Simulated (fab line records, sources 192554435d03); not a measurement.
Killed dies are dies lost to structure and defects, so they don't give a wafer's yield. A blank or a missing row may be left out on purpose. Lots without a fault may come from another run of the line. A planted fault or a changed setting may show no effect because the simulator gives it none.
Split-lot experiment | flow n5_finfet | 7 lots, 21 wafers read, on a route of 1938 steps

THE SPLIT
At N5_WELL_APT_PEB_23 (peb time 90 s), the setting peb_time_s was moved away from the recipe's 90 s on 7 of the 21 wafers read, by -20.5% to +18.7%. The other wafers ran this setting at the recipe's value.

FROM THE SPLIT TO THE READING: what the file shows between them, 2 steps
- N5_WELL_APT_DEVELOP_24: develop time 45 s
- N5_WELL_APT_HARDBAKE_29: time 120 s

THE READING
cd_nm, in nm, at N5_WELL_APT_CD_MEAS_25 (target cd 200 nm). Fault-free wafers of this fab line usually give 200.0 nm, standard deviation 1.7 nm.

wafer  | tool, chamber at the split | peb_time_s as run, s | against the recipe | cd_nm, nm | against lot-mates on the recipe
L079.1 | litho_track-02, 0          | 90                   | recipe             | 198.1     | -
L079.2 | litho_track-02, 0          | 84.64                | -6.0%              | 196.9     | -1.2
L079.6 | litho_track-02, 0          | 84.64                | -6.0%              | 194.2     | -3.9
L081.3 | litho_track-03, 0          | 90                   | recipe             | 200.8     | -
L081.5 | litho_track-03, 0          | 90                   | recipe             | 204.1     | -
L081.6 | litho_track-03, 0          | 90                   | recipe             | 199.5     | -
L082.1 | litho_track-03, 0          | 90                   | recipe             | 201.1     | -
L082.2 | litho_track-03, 0          | 90                   | recipe             | 199.7     | -
L082.3 | litho_track-03, 0          | 102.6                | +14.0%             | 205.1     | +4.7
L086.3 | litho_track-03, 0          | 90                   | recipe             | 201.2     | -
L086.5 | litho_track-03, 0          | 90                   | recipe             | 202.0     | -
L086.6 | litho_track-03, 0          | 90                   | recipe             | 204.1     | -
L088.1 | litho_track-03, 0          | 79.09                | -12.1%             | 190.9     | -8.2
L088.2 | litho_track-03, 0          | 90                   | recipe             | 199.0     | -
L088.4 | litho_track-03, 0          | 90                   | recipe             | 199.3     | -
L093.3 | litho_track-02, 0          | 90                   | recipe             | 201.8     | -
L093.4 | litho_track-02, 0          | 90                   | recipe             | 202.5     | -
L093.5 | litho_track-02, 0          | 106.8                | +18.7%             | 207.1     | +4.9
L095.1 | litho_track-02, 0          | 90                   | recipe             | 203.4     | -
L095.2 | litho_track-02, 0          | 71.59                | -20.5%             | 193.2     | -10.2
L095.4 | litho_track-02, 0          | 71.59                | -20.5%             | 194.3     | -9.1

THE FIT
A straight line over all 21 wafers: cd_nm changes by +0.4 nm for each +1% of peb_time_s; r = +0.84; the points scatter about the line by 2.3 nm.
The same after taking each lot's own level away (the mean of its wafers on the recipe; 21 wafers): +0.418 nm for each +1%; r = +0.94; scatter 1.4 nm.
On that fit, the largest move of peb_time_s shifts the reading by 8.6 nm.
The lots' own levels span 198.10 to 203.40 nm, that is 3.1 times the standard deviation above.
So the lot-to-lot level changes the slope little: the two slopes agree.
Check: with one of the wafers moved furthest among these (-20.5%) left out of the fit, the line predicts -8.55 nm for it against its lot-mates. It came out at -10.2 nm against them.

OTHER SPLITS ON THESE WAFERS
These wafers also went through other splits before the reading. Each is held against what the fit with the lots' levels taken away leaves over:
other split on the same wafers          | wafers away from the commonest value | r with cd_nm (lot level and that fit taken away)
N5_ZERO_LAYER_EXPOSE_08 dose_mj         | 5                                    | -0.17
N5_ZERO_LAYER_DEVELOP_10 develop_time_s | 3                                    | +0.17

THE WHOLE CHAIN: every reading that the file lists as answering this split, in the file's order
step                   | what it does             | reading                                                         | change (the file's fit)               | r (the file's)
N5_WELL_APT_CD_MEAS_25 | target cd 200 nm         | cd_nm                                                           | +0.412 nm for each +1% of the setting | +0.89
N5_WELL_APT_DESCUM_30  | chemistry O2, time 7.9 s | WELL_APT.cd_nm (the simulator's own value, which no gauge read) | +0.411 nm for each +1% of the setting | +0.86

THE FILE'S OWN FIT
cd_nm changes by +0.412 nm for each +1% of peb_time_s, r = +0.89.
